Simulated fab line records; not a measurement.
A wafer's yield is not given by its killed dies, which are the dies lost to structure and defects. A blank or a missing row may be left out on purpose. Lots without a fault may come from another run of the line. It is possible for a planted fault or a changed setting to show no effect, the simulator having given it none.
fab line records	flow nand-harc
record lots=12	wafers=36	last-day=25
route steps=1159 shown P_M0@277 P_M1@292 END@1159
lots that met no fault: taken from a fault-free run of the same line
start-h: hours from the record's opening day to when the first of the lot's shown wafers began	wait-h: time in hours since the lot's previous step	" repeats the value in the row above	L1.1+2: one row covering several wafers at once	- no value, or no start was given	* or withheld: withheld	< > ~ a bound
route shown NAME@n: a module of which the file shows steps, and the number in the route of the first	usual: mean/standard deviation taken from wafers without a fault	same: alike in all rows	chamber/n: place in a boat	sites: each site's reading	_std_site: the standard deviation of these	_edge_site: mean of outer sites minus mean of inner sites	radius-mm: how far each site lies from the wafer's centre	mask NAME#n: copy n	behind: the last tool/chamber to shape the wafer	hold: why the lot was held/for how many hours/how that ended	device: which transistor (n, p or np) failed to switch	end of line: tests run on the same wafers once the route is complete	a step without rows: its recipe alone	killed: at the first sort, the dies lost to defects and structure; wafer yield is something else	map: the dies of a wafer, with x for killed, . for not killed, _ for no die there
set.NAME: the run value of the setting; set.NAME@STEP: its run value at that earlier step	model.NAME: the simulator's own value behind a step, which no gauge read
a sample of lots followed through the steps of the route, with each step as a table and each wafer as a row
services: the hour from which a tool's chamber was out of use, counted from the record's first day as start-h (under 0 if before that day), plus the number of hours and why
## steps
# step NHARC_P_M0_ANNEAL_30
# recipe temp-c=225	time-s=90
# usual anneal-temp-c=225.02/0.15	wafer_temp_C_max=226.28/0.3
lot.wafer	tool	chamber	start-h	wait-h	anneal-temp-c	wafer_temp_C_max
L280.1	rtp-anneal-02	0	109.79	0.3	224.87	226.43
L280.3	"	0	"	"	225.06	226.61
L280.6	"	0	"	"	225.07	226.19
L283.3	rtp-anneal-01	0	131.91	-	224.89	226.66
L283.4	"	0	"	"	225.21	226.14
L283.6	"	0	"	"	224.86	226.65
L282.2	rtp-anneal-02	0	132.54	0.3	225.16	226.39
L282.4	"	0	"	"	225.10	226.16
L282.6	"	0	"	"	225.20	226.20
L285.2	rtp-anneal-02	0	142.44	0.3	224.77	226.25
L285.3	"	0	"	"	225.12	226.26
L285.4	"	0	"	"	225.06	226.55
L286.2	rtp-anneal-01	0	155.36	-	225.00	226.57
L286.3	"	0	"	"	225.10	226.08
L286.5	"	0	"	"	225.27	226.58
L287.1	rtp-anneal-02	0	157.80	-	225.11	226.29
L287.3	"	0	"	"	225.05	226.07
L287.5	"	0	"	"	225.04	226.24
L291.1	rtp-anneal-01	0	198.54	0.3	224.98	226.69
L291.2	"	0	"	"	225.10	226.95
L291.4	"	0	"	"	224.82	226.19
L295.1	rtp-anneal-02	0	219.75	-	225.12	226.47
L295.3	"	0	"	"	225.25	226.74
L295.6	"	0	"	"	224.89	225.98
L296.2	rtp-anneal-02	0	221.15	-	225.12	226.00
L296.5	"	0	"	"	224.90	225.84
L296.6	"	0	"	"	224.94	226.10
L298.1	rtp-anneal-01	0	223.77	0.3	224.89	226.68
L298.3	"	0	"	"	224.78	226.73
L298.4	"	0	"	"	224.81	226.33
L302.2	rtp-anneal-02	0	247.52	-	225.26	226.09
L302.5	"	0	"	"	225.08	226.36
L302.6	"	0	"	"	225.13	226.35
L303.2	rtp-anneal-02	0	250.71	-	225.08	226.39
L303.4	"	0	"	"	225.01	226.16
L303.5	"	0	"	"	225.08	226.16
# step NHARC_P_M0_CMP_23
# recipe t-overpolish-s=20	target-thk-nm=117.53
# usual motor-current-A=11.6/1.2	time-to-endpoint-s=27.4/2.7
lot.wafer	tool	chamber	start-h	wait-h	motor-current-A	time-to-endpoint-s
L280.3	cmp-03	1	110.19	-	11.8	28.7
L280.1	"	2	"	"	11.3	26.8
L280.6	"	3	"	"	11.3	25.8
L283.3	cmp-04	1	132.18	-	13.5	27.6
L283.4	"	2	"	"	12.4	23.3
L283.6	"	0	"	"	13.3	22.0
L282.2	cmp-01	1	132.83	-	10.0	29.5
L282.4	"	3	"	"	14.5	25.0
L282.6	"	2	"	"	11.0	27.2
L285.2	cmp-03	0	142.74	-	11.6	28.7
L285.4	"	1	"	"	12.5	31.1
L285.3	"	2	"	"	11.5	31.5
L286.3	cmp-01	0	155.66	-	12.1	24.8
L286.2	"	3	"	"	13.5	27.5
L286.5	"	1	"	"	10.1	29.8
L287.1	cmp-01	1	158.14	-	9.6	32.6
L287.3	"	2	"	"	10.9	25.0
L287.5	"	2	"	"	10.6	27.2
L291.1	cmp-03	1	198.92	-	12.0	31.3
L291.4	"	2	"	"	10.5	27.7
L291.2	"	3	"	"	11.8	26.3
L295.3	cmp-01	1	220.10	-	9.9	31.0
L295.1	"	3	"	"	13.7	29.3
L295.6	"	2	"	"	10.6	23.8
L296.2	cmp-04	1	221.47	-	13.4	28.3
L296.6	"	0	"	"	12.3	22.8
L296.5	"	1	"	"	13.6	28.4
L298.4	cmp-03	3	224.12	-	11.0	25.3
L298.1	"	0	"	"	11.3	29.2
L298.3	"	2	"	"	11.9	29.3
L302.2	cmp-01	0	247.87	-	12.0	25.0
L302.6	"	2	"	"	10.8	22.4
L302.5	"	3	"	"	13.4	25.9
L303.4	cmp-01	0	251.06	-	11.6	26.0
L303.2	"	1	"	"	10.0	29.7
L303.5	"	3	"	"	12.9	28.3
# step NHARC_P_M0_INSPECT_27
# usual raw-defect-count=302/140
lot.wafer	tool	chamber	start-h	wait-h	raw-defect-count
L280.1	defect-inspect-02	-	110.61	0.0	284
L280.3	"	-	"	"	426
L280.6	"	-	"	"	279
L283.3	defect-inspect-01	-	132.62	0.0	300
L283.4	"	-	"	"	239
L283.6	"	-	"	"	189
L282.2	defect-inspect-02	-	133.30	0.0	379
L282.4	"	-	"	"	321
L282.6	"	-	"	"	357
L285.2	defect-inspect-02	-	143.21	0.0	333
L285.3	"	-	"	"	292
L285.4	"	-	"	"	646
L286.2	defect-inspect-01	-	156.13	0.0	203
L286.3	"	-	"	"	299
L286.5	"	-	"	"	275
L287.1	defect-inspect-02	-	158.63	0.0	336
L287.3	"	-	"	"	289
L287.5	"	-	"	"	250
L291.1	defect-inspect-01	-	199.36	0.0	324
L291.2	"	-	"	"	379
L291.4	"	-	"	"	293
L295.1	defect-inspect-02	-	220.58	0.0	198
L295.3	"	-	"	"	150
L295.6	"	-	"	"	211
L296.2	defect-inspect-01	-	221.92	0.0	195
L296.5	"	-	"	"	299
L296.6	"	-	"	"	269
L298.1	defect-inspect-02	-	224.60	0.0	788
L298.3	"	-	"	"	745
L298.4	"	-	"	"	874
L302.2	defect-inspect-02	-	248.31	0.0	254
L302.5	"	-	"	"	192
L302.6	"	-	"	"	294
L303.2	defect-inspect-02	-	251.50	0.0	188
L303.4	"	-	"	"	250
L303.5	"	-	"	"	399
# step NHARC_P_M1_EXPOSE_06
# recipe na=1.35	target-cd-nm=130	dose-mj=81.88	mask-id=P_M1
# usual exposure-dose-mJ-cm2=81.88/0.077
lot.wafer	tool	chamber	start-h	wait-h	mask	exposure-dose-mJ-cm2
L280.1	arfi-scanner-02	0	111.86	-	P_M1#0	81.83
L280.3	"	0	"	"	P_M1#0	81.68
L280.6	"	0	"	"	P_M1#0	81.99
L283.3	arfi-scanner-03	0	133.74	-	P_M1#0	81.91
L283.4	"	0	"	"	P_M1#0	81.89
L283.6	"	0	"	"	P_M1#0	81.87
L282.2	arfi-scanner-02	0	134.53	-	P_M1#0	81.82
L282.4	"	0	"	"	P_M1#0	81.89
L282.6	"	0	"	"	P_M1#0	81.77
L285.2	arfi-scanner-01	0	144.47	-	P_M1#0	81.94
L285.3	"	0	"	"	P_M1#0	81.95
L285.4	"	0	"	"	P_M1#0	81.92
L286.2	arfi-scanner-01	0	157.39	-	P_M1#0	81.96
L286.3	"	0	"	"	P_M1#0	81.96
L286.5	"	0	"	"	P_M1#0	81.94
L287.1	arfi-scanner-02	0	159.86	-	P_M1#0	81.76
L287.3	"	0	"	"	P_M1#0	81.85
L287.5	"	0	"	"	P_M1#0	81.81
L291.1	arfi-scanner-01	0	200.49	-	P_M1#0	81.86
L291.2	"	0	"	"	P_M1#0	81.79
L291.4	"	0	"	"	P_M1#0	81.89
L295.1	arfi-scanner-02	0	221.83	-	P_M1#0	130.72
L295.3	"	0	"	"	P_M1#0	130.79
L295.6	"	0	"	"	P_M1#0	130.83
L296.2	arfi-scanner-03	0	223.37	-	P_M1#0	81.78
L296.5	"	0	"	"	P_M1#0	81.88
L296.6	"	0	"	"	P_M1#0	81.78
L298.1	arfi-scanner-02	0	225.85	-	P_M1#0	122.59
L298.3	"	0	"	"	P_M1#0	122.49
L298.4	"	0	"	"	P_M1#0	122.60
L302.2	arfi-scanner-01	0	249.55	-	P_M1#0	81.78
L302.5	"	0	"	"	P_M1#0	81.83
L302.6	"	0	"	"	P_M1#0	81.81
L303.2	arfi-scanner-01	0	252.64	-	P_M1#0	81.81
L303.4	"	0	"	"	P_M1#0	81.82
L303.5	"	0	"	"	P_M1#0	81.94
# step NHARC_P_M1_CD_MEAS_09
# recipe target-cd-nm=130	landing-energy-ev=500
# usual cd-nm=130.3/0.84
lot.wafer	tool	chamber	start-h	wait-h	cd-nm
L280.1	cd-sem-01	0	112.00	-	129.7
L280.3	"	0	"	"	129.7
L280.6	"	0	"	"	128.8
L283.3	cd-sem-01	0	133.87	-	130.3
L283.4	"	0	"	"	132.0
L283.6	"	0	"	"	130.7
L282.2	cd-sem-01	0	134.67	-	130.6
L282.4	"	0	"	"	130.5
L282.6	"	0	"	"	131.6
L285.2	cd-sem-03	0	144.61	-	130.2
L285.3	"	0	"	"	129.6
L285.4	"	0	"	"	130.6
L286.2	cd-sem-02	0	157.53	-	130.7
L286.3	"	0	"	"	129.7
L286.5	"	0	"	"	130.1
L287.1	cd-sem-03	0	160.00	-	131.4
L287.3	"	0	"	"	132.2
L287.5	"	0	"	"	131.5
L291.1	cd-sem-03	0	200.63	-	130.5
L291.2	"	0	"	"	130.0
L291.4	"	0	"	"	130.3
L295.1	cd-sem-02	0	221.97	-	159.6
L295.3	"	0	"	"	158.1
L295.6	"	0	"	"	159.5
L296.2	cd-sem-02	0	223.51	-	129.8
L296.5	"	0	"	"	128.4
L296.6	"	0	"	"	129.6
L298.1	cd-sem-01	0	225.99	-	154.9
L298.3	"	0	"	"	156.7
L298.4	"	0	"	"	155.2
L302.2	cd-sem-01	0	249.69	-	129.5
L302.5	"	0	"	"	129.5
L302.6	"	0	"	"	130.6
L303.2	cd-sem-01	0	252.78	-	129.6
L303.4	"	0	"	"	129.1
L303.5	"	0	"	"	129.9
# step NHARC_END_SORT_01
# recipe temp-c=25
# usual defect-limited-yield=95.0/1.6	killed-at-array=30/10	killed-at-other=0.5/0.82	killed-at-periphery=2.9/2	killed-dies=34/11	killed-open=3.2/1.8	killed-short=2.0/1.4	sort_bin_2_pct=1.5/0.68	sort_bin_3_pct=0.28/0.21	sort_bin_4_pct=3.1/0.97	sort_bin_6_pct=0.00/0.012	sort-n-pass=643/11	sort-rim-yield-pct=94.6/2.9	sort-yield-pct=95.0/1.6
# same gross-dies=677	sort_bin_5_pct[%]=0	sort_bin_7_pct[%]=0	sort_bin_8_pct[%]=0	sort-rim-n-gross=106.00
lot.wafer	tool	chamber	start-h	wait-h	defect-limited-yield[%]	killed-at-array	killed-at-other	killed-at-periphery	killed-dies	killed-open	killed-short	sort_bin_2_pct[%]	sort_bin_3_pct[%]	sort_bin_4_pct[%]	sort_bin_6_pct[%]	sort-n-pass	sort-rim-yield-pct[%]	sort-yield-pct[%]
L296.2	prober-02	0	560.50	2.8	94.4	35	1	2	38	2	1	1.9	0.30	3.4	0	639	95.3	94.4
L296.5	prober-02	0	562.93	3.7	94.8	30	3	2	35	3	4	2.1	0.44	2.7	0	642	93.4	94.8
L296.6	prober-02	0	563.73	4.0	92.6	46	1	3	50	5	7	2.5	0.44	4.4	0	627	94.3	92.6
# killed by level:class
L296.2 A_CHANNEL_HOLE_D1:chamber-film-flake=16 A_SGD_CUT:chamber-film-flake=6 A_STAIRCASE:chamber-film-flake=4 A_CONTACT:chamber-film-flake=4 A_BLC:chamber-film-flake=3 P_M0:geometric-particle:open=1 P_M1:geometric-particle:open=1 A_CONTACT:geometric-particle:short=1
L296.5 A_CHANNEL_HOLE_D1:chamber-film-flake=14 A_SGD_CUT:chamber-film-flake=3 A_CONTACT:chamber-film-flake=3 A_CONTACT:geometric-particle:open=2 P_ZERO_WELL:chamber-film-flake=2 THIN_TSV:chamber-film-flake=2 A_SOURCE_PLATE:geometric-particle:short=1 A_CHANNEL_HOLE_D1:geometric-particle:short=1
L296.6 A_CHANNEL_HOLE_D1:chamber-film-flake=13 A_SGD_CUT:chamber-film-flake=7 A_CONTACT:chamber-film-flake=6 A_STAIRCASE:chamber-film-flake=4 A_BLC:chamber-film-flake=3 A_SGD_CUT:geometric-particle:short=2 A_M0:geometric-particle:open=2 P_GATE:geometric-particle:short=1
## services
tool	chamber	start-h	hours	kind
cmp-03	-	102.36	0.8	repair
cmp-04	-	105.17	4.0	pm
cmp-04	-	109.17	-	consumable-replace:conditioner
cmp-04	-	109.17	-	consumable-replace:pad
arfi-scanner-01	-	126.03	0.7	repair
arfi-scanner-03	-	140.00	4.0	pm
cmp-04	-	149.22	0.7	repair
cmp-03	-	156.00	4.0	pm
cmp-03	-	160.00	-	consumable-replace:conditioner
cmp-03	-	160.00	-	consumable-replace:pad
cmp-04	-	160.75	0.9	repair
cmp-01	-	179.50	4.0	pm
cmp-01	-	183.50	-	consumable-replace:conditioner
cmp-01	-	183.50	-	consumable-replace:pad
arfi-scanner-01	-	196.00	4.0	pm
cmp-04	-	203.25	4.0	pm
cmp-04	-	207.25	-	consumable-replace:conditioner
cmp-04	-	207.25	-	consumable-replace:pad
cmp-04	-	215.28	1.6	repair
cmp-03	-	238.48	1.7	repair
cmp-04	-	239.53	3.4	repair
## key
first-sign step=NHARC_P_M1_EXPOSE_06	reading=exposure-dose-mJ-cm2	direction=up	sigmas=99+	usual=81.88	struck=126.67
effect step=NHARC_P_M1_CD_MEAS_09	reading=cd-nm	direction=up	sigmas=32	usual=130.3	struck=157.3	through=control-loop
met-at NHARC_P_M1_EXPOSE_06
struck-lots L295,L298
loop-trim step=NHARC_P_M1_EXPOSE_06	setting=dose	lots=L298
not-acting-at NHARC_P_M0_ANNEAL_30,NHARC_P_M0_CMP_23,NHARC_P_M0_INSPECT_27
onset-between 159.86 221.83
fault kind=process-parameter-drift	tool=arfi-scanner-02	chamber=-	onset-h=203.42	steps=NHARC_P_M1_EXPOSE_06	channel=dose-mj	offset=48.917	shape=step	acts-in=these-recipes-only	stated=81.88
# loop-trim: a control loop set the setting to another value than it would have without faults
